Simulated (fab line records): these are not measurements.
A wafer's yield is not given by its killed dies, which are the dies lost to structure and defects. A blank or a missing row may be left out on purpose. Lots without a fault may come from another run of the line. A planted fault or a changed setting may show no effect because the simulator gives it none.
Matching of chambers    flow n5Finfet    aldMetal-03 running N5_BEOL_M2_ALD_84: 4 sister chambers
The step deposits TaN, pulse time 2 s, purge time 3 s, co reactant purge time 2 s. 16 wafers are shown with their chamber, then 8 later ones without.

== WAFERS, EACH WITH ITS CHAMBER ==
wafer   chamber  heaterPowerW (W)  precursorVesselTempC (C)
L074.1  2        433               74.92
L074.5  0        371               74.93
L074.6  1        449               74.93
L079.1  0        380               74.99
L079.3  3        376               74.97
L079.4  2        440               75.22
L077.1  1        432               75.22
L077.3  3        384               75.09
L077.6  3        370               75.05
L085.1  0        381               74.86
L085.4  3        376               74.98
L085.6  0        375               74.89
L090.1  3        366               74.91
L090.2  0        381               75.15
L090.6  2        439               75.26
L091.2  3        378               74.86

SIGNATURES (averages over the wafers above)
reading               chamber 0  chamber 1  chamber 2  chamber 3  scatter within a chamber
heaterPowerW          377.60     440.50     437.33     375.00     6.13
precursorVesselTempC  74.9640    75.0750    75.1333    74.9767    0.129
Rule: for each reading, subtract the chamber's mean from the wafer's reading, divide by that reading's scatter and square the result; add these up over the readings and take the root, which gives the wafer's distance from the chamber. If the next closest chamber is less than 2 further off than the closest, the wafer can't be placed; otherwise it belongs to the closest. How the scatter is found: for the shown wafers, subtract from each reading the mean of its chamber, square and add these, divide the total by (wafers less chambers), then take the root.

== WAFERS WITH NO CHAMBER GIVEN ==
wafer   heaterPowerW (W)  precursorVesselTempC (C)
L091.3  375               75.12
L091.4  450               75.03
L096.1  373               74.97
L096.3  452               75.09
L096.5  375               74.77
L097.1  445               74.98
L097.4  442               74.79
L097.5  369               75.06

== EACH ONE'S CHAMBER ==
wafer   from the rows above      in truth
L091.3  can't be placed: 3 or 0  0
L091.4  can't be placed: 1 or 2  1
L096.1  can't be placed: 3 or 0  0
L096.3  can't be placed: 1 or 2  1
L096.5  can't be placed: 0 or 3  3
L097.1  can't be placed: 1 or 2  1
L097.4  can't be placed: 1 or 2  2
L097.5  can't be placed: 3 or 0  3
0 of 8 placed correctly. Not placeable from these rows: 8 (in 8, the candidates include the true chamber). Placed wrongly: 0.
